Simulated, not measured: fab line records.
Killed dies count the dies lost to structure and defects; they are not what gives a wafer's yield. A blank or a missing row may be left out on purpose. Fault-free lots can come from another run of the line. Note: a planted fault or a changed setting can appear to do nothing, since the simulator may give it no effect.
fab line records | flow nandHarc | part 2 of 2: steps 5 to 6 of 6
record: lots: 19 wafers: 57 lastDay: 33
route steps=1302 shown A_CHANNEL_FILL_D2@620 A_STAIRCASE@651
lots with no fault: from the same line, run without faults
startH: start of the lot's first displayed wafer, in hours after the record's first day | waitH: hours since the lot's step before | " same as the row above | L1.1+2: several wafers, shown together as one row | - no value, or no start was given | * or withheld: withheld | < > ~ a bound
route shown NAME@n: a module of which the file shows steps, and the number in the route of the first | usual: mean/standard deviation of fault-free wafers | same: alike in all rows | chamber/n: place in a boat | sites: per-site readings | _std_site: their standard deviation | _edge_site: outer sites' mean less inner sites' | radiusMm: for every site, how far away it sits from the centre of the wafer | mask NAME#n: copy n | behind: the tool/chamber that last shaped the wafer | hold: reason for holding the lot/hours on hold/outcome of the hold | device: whichever transistor did not switch (one of n, p or np) | end of line: the tests these same wafers got at the end of their route | a step given without rows: its recipe and nothing more | killed: not the wafer's yield, but the dies lost to structure and defects at the first sort | map: dies across one wafer; x = killed, . = not, _ = none there
set.NAME: the run value of the setting; set.NAME@STEP: its run value at that earlier step | model.NAME: the simulator's own value behind a step, which no gauge read
one table for each step of the route and one row for each wafer, over a sample of lots
services: from which hour (startH, from the record's first day; less than 0 if before it) a tool's chamber was out of use, for how many hours, and why
== steps ==
step: NHARC_A_STAIRCASE_ETCH_19
recipe: targetDepthA: 1000 timeS: 40.5 ionEnergyEv: 400 c4f8FlowSccm: 20 o2FlowSccm: 10 arFlowSccm: withheld rfW: 600 biasW: 1000 chemistry: C4F8/O2
usual: chamberPressureMTorr: 25.001/0.024 oesProductAu: 0.938/0.011 rfFwdPowerW: 592/3.1 rfVppV: 895/3.9
columns lot.wafer tool chamber startH waitH chamberPressureMTorr oesProductAu rfFwdPowerW rfHoursCounterH rfVppV
L074.1 rieDiel-02 3 - - 24.946 0.944 591 28 893
L074.3 " 0 " " 24.988 0.935 596 33 899
L074.4 " 2 " " 24.946 0.921 593 38 896
L075.3 rieDiel-13 3 - - 25.015 0.927 586 3 898
L075.1 " 1 " " 24.983 0.930 590 3 891
L075.5 " 3 " " 24.996 0.924 587 - 899
L078.4 rieDiel-13 1 - - 25.011 0.928 590 14 890
L078.5 " 0 " " 24.982 0.944 592 - 901
L078.6 " 1 " " 25.032 0.937 587 - 890
L080.1 rieDiel-13 2 - - 24.995 0.955 597 22 895
L080.4 " 0 " " 25.021 0.950 595 12 901
L080.5 " 1 " " 24.991 0.939 589 - 890
L081.4 rieDiel-11 0 - - 25.015 0.943 588 - 893
L081.3 " 2 " " 24.993 0.941 589 - 899
L081.5 " 2 " " 25.029 0.943 590 - 898
L082.4 rieDiel-13 0 - - 24.924 0.943 600 17 900
L082.6 " 3 " " 25.022 0.947 589 - 899
L082.5 " 0 " " 25.010 0.931 593 - 901
L083.3 rieDiel-02 3 - - 25.053 0.952 588 12 892
L083.5 " 1 " " 24.988 0.935 593 - 898
L083.6 " 2 " " 25.005 0.929 593 - 894
L084.4 rieDiel-13 2 - - 25.003 0.950 593 36 896
L084.3 " 0 " " 24.997 0.929 594 26 901
L084.6 " 2 " " 25.019 0.956 593 - 896
L085.1 rieDiel-02 2 - - 25.014 0.936 593 17 894
L085.6 " 1 " " 25.007 0.945 593 - 897
L085.5 " 2 " " 25.004 0.931 591 - 894
L086.1 rieDiel-11 2 - - 24.972 0.933 593 16 899
L086.5 " 1 " " 24.980 0.939 594 - 897
L086.4 " 2 " " 24.975 0.934 595 - 897
L087.3 rieDiel-02 2 - - 25.015 0.948 594 25 895
L087.2 " 0 " " 25.042 0.951 593 30 897
L087.5 " 2 " " 25.012 0.951 597 - 893
L088.3 rieDiel-11 0 - - 25.052 0.918 587 25 893
L088.1 " 1 " " 25.038 0.925 594 29 896
L088.4 " 3 " " 25.044 0.940 593 23 887
L089.1 rieDiel-11 3 - - 25.029 0.930 591 23 887
L089.2 " 0 " " 24.985 0.922 586 25 889
L089.6 " 3 " " 24.999 0.950 594 - 888
L091.3 rieDiel-11 2 - - 24.989 0.940 596 29 896
L091.1 " 3 " " 25.018 0.938 593 26 887
L091.4 " 0 " " 25.004 0.911 587 28 891
L090.2 rieDiel-13 3 - - 24.997 0.955 587 46 898
L090.4 " 1 " " 24.990 0.932 593 55 891
L090.5 " 3 " " 25.006 0.951 587 - 898
L092.4 rieDiel-02 1 - - 24.998 0.936 591 46 898
L092.1 " 2 " " 25.031 0.933 595 46 893
L092.6 " 3 " " 25.001 0.950 595 - 893
L095.2 rieDiel-13 0 - - 24.996 0.953 591 10 901
L095.6 " 2 " " 25.014 0.942 594 - 894
L095.4 " 0 " " 25.017 0.943 592 - 900
L096.3 rieDiel-13 0 - - 25.038 0.927 595 17 901
L096.1 " 1 " " 25.022 0.940 589 19 889
L096.6 " 2 " " 25.005 0.947 600 - 895
L097.4 rieDiel-11 3 - - 25.015 0.926 595 54 886
L097.1 " 2 " " 24.967 0.926 596 58 897
L097.5 " 0 " " 25.019 0.915 585 - 892
step: NHARC_A_STAIRCASE_TRIM_22
recipe: timeS: 211.2 o2FlowSccm: 500 arFlowSccm: 0 biasW: 0 chemistry: O2
usual: chamberPressureMTorr: 60.00/0.048 drypumpMotorCurrentA: 5.7/0.52 oesProductAu: 0.998/0.011 rfVppV: 57.8/0.86 showerheadPlenumPTorr: 3.51/0.1 throttleValvePct: 17.037/0.0091
columns lot.wafer tool chamber startH waitH chamberPressureMTorr drypumpMotorCurrentA oesProductAu rfHoursCounterH rfVppV showerheadPlenumPTorr throttleValvePct
L074.4 rieDiel-02 1 - - 60.01 6.3 0.988 35 57.1 3.62 17.039
L074.1 " 3 " " 60.01 5.2 1.008 28 58.2 3.48 17.039
L074.3 " 0 " " 59.96 5.1 0.996 33 57.2 3.57 17.029
L075.1 rieDiel-11 3 - - 60.03 6.1 1.014 33 55.4 3.32 17.045
L075.3 " 0 " " 60.05 6.5 0.984 33 59.0 3.43 17.049
L075.5 " 0 " " 59.99 6.5 0.984 - 58.2 3.43 17.046
L078.4 rieDiel-13 1 - - 59.99 5.6 1.002 15 57.2 3.37 17.029
L078.6 " 0 " " 59.97 5.6 1.004 - 56.5 3.68 17.030
L078.5 " 1 " " 60.08 5.6 1.006 - 57.4 3.37 17.039
L080.4 rieDiel-02 1 - - 60.03 6.3 0.989 4 58.6 3.60 17.028
L080.1 " 3 " " 59.94 5.2 1.004 4 56.7 3.46 17.027
L080.5 " 2 " " 59.95 6.3 0.999 - 58.0 3.48 17.035
L081.3 rieDiel-13 2 - - 59.98 5.0 1.019 22 57.3 3.50 17.033
L081.4 " 3 " " 59.99 6.3 0.998 17 58.2 3.58 17.037
L081.5 " 1 " " 59.98 5.6 0.989 - 56.4 3.37 17.046
L082.4 rieDiel-13 3 - - 59.97 6.3 0.999 21 57.7 3.58 17.051
L082.6 " 1 " " 59.99 5.6 0.984 - 58.9 3.36 17.046
L082.5 " 2 " " 60.02 5.0 1.017 - 57.8 3.50 17.017
L083.3 rieDiel-02 0 - - 60.04 5.1 0.985 12 57.5 3.55 17.053
L083.5 " 0 " " 60.01 5.1 0.997 - 58.6 3.55 17.022
L083.6 " 1 " " 60.10 6.3 0.984 - 57.6 3.60 17.033
L084.3 rieDiel-13 3 - - 60.01 6.4 1.000 29 58.6 3.57 17.043
L084.4 " 1 " " 59.96 5.6 0.990 39 57.6 3.36 17.051
L084.6 " 3 " " 60.09 6.3 0.996 - 58.7 3.57 17.032
L085.1 rieDiel-02 2 - - 60.11 6.3 1.007 17 57.8 3.48 17.036
L085.5 " 0 " " 60.02 5.2 1.006 - 58.4 3.55 17.035
L085.6 " 1 " " 59.96 6.3 1.001 - 57.8 3.59 17.036
L086.1 rieDiel-02 3 - - 60.02 5.2 0.996 25 56.5 3.45 17.031
L086.4 " 1 " " 60.07 6.3 0.982 22 58.4 3.59 17.030
L086.5 " 0 " " 59.95 5.1 0.990 - 56.8 3.55 17.041
L087.2 rieDiel-11 3 - - 60.04 6.1 0.996 14 58.4 3.31 17.037
L087.3 " 0 " " 60.12 6.5 0.977 15 57.4 3.40 17.026
L087.5 " 1 " " 60.02 5.7 1.001 - 57.6 3.54 17.042
L088.1 rieDiel-11 2 - - 59.91 5.6 0.999 27 58.1 3.58 17.044
L088.3 " 3 " " 59.95 6.1 0.996 23 57.0 3.30 17.044
L088.4 " 1 " " 60.00 5.6 0.990 29 56.9 3.53 17.045
L089.1 rieDiel-02 3 - - 59.96 5.2 1.007 36 57.1 3.45 17.032
L089.2 " 0 " " 59.99 5.1 1.007 35 58.4 3.54 17.047
L089.6 " 3 " " 59.99 5.2 0.989 - 58.7 3.45 17.036
L091.1 rieDiel-02 3 - - 59.95 5.2 1.000 38 56.5 3.44 17.031
L091.3 " 0 " " 59.96 5.1 0.996 38 57.1 3.54 17.054
L091.4 " 2 " " 60.02 6.4 0.994 36 57.3 3.47 17.028
L090.4 rieDiel-13 3 - - 60.01 6.3 1.007 46 58.3 3.56 17.040
L090.2 " 2 " " 59.93 5.0 1.028 53 57.0 3.49 17.035
L090.5 " 0 " " 59.97 5.6 1.018 - 56.3 3.66 17.054
L092.4 rieDiel-02 0 - - 59.98 5.1 1.008 47 57.5 3.53 17.029
L092.1 " 3 " " 59.93 5.2 1.004 49 58.3 3.44 17.029
L092.6 " 1 " " 60.04 6.3 0.999 - 58.2 3.58 17.033
L095.2 rieDiel-13 0 - - 60.03 5.6 0.977 10 59.4 3.66 17.042
L095.6 " 2 " " 59.94 5.0 0.999 - 56.2 3.48 17.033
L095.4 " 0 " " 60.05 5.6 0.987 - 57.9 3.66 17.029
L096.1 rieDiel-13 2 - - 60.03 5.0 1.005 19 58.0 3.48 17.060
L096.3 " 0 " " 59.99 5.6 0.984 17 57.3 3.65 17.039
L096.6 " 2 " " 60.06 5.0 1.002 - 58.5 3.48 17.043
L097.1 rieDiel-13 2 - - 59.98 5.0 0.993 24 57.0 3.47 17.025
L097.5 " 0 " " 60.07 5.6 0.992 - 56.5 3.65 17.047
L097.4 " 1 " " 59.95 5.6 0.986 - 56.9 3.34 17.011
== services ==
columns tool chamber startH hours kind
rieDiel-04 3 310.87 1.5 repair
rieDiel-13 3 333.58 4.0 repair
rieDiel-13 2 335.48 6.1 repair
rieDiel-13 0 340.89 31.2 repair
rieDiel-13 - 345.91 9.0 pm
rieDiel-04 - 354.90 9.0 pm
rieDiel-12 1 366.14 4.2 repair
rieDiel-13 0 377.43 11.2 repair
rieDiel-02 - 393.87 9.0 pm
rieDiel-11 1 399.63 34.1 repair
rieDiel-11 3 405.17 43.9 repair
rieDiel-12 2 430.80 5.6 repair
rieDiel-11 - 432.79 9.0 pm
rieDiel-12 - 445.40 9.0 pm
rieDiel-04 0 466.98 3.3 repair
rieDiel-11 0 469.56 11.5 repair
rieDiel-04 3 474.82 5.4 repair
rieDiel-02 3 511.41 3.6 repair
rieDiel-13 - 522.91 9.0 pm
rieDiel-04 - 531.90 9.0 pm
rieDiel-13 3 546.24 106.8 repair
rieDiel-04 1 549.89 2.9 repair
rieDiel-13 0 566.03 6.0 repair
rieDiel-02 - 570.87 9.0 pm
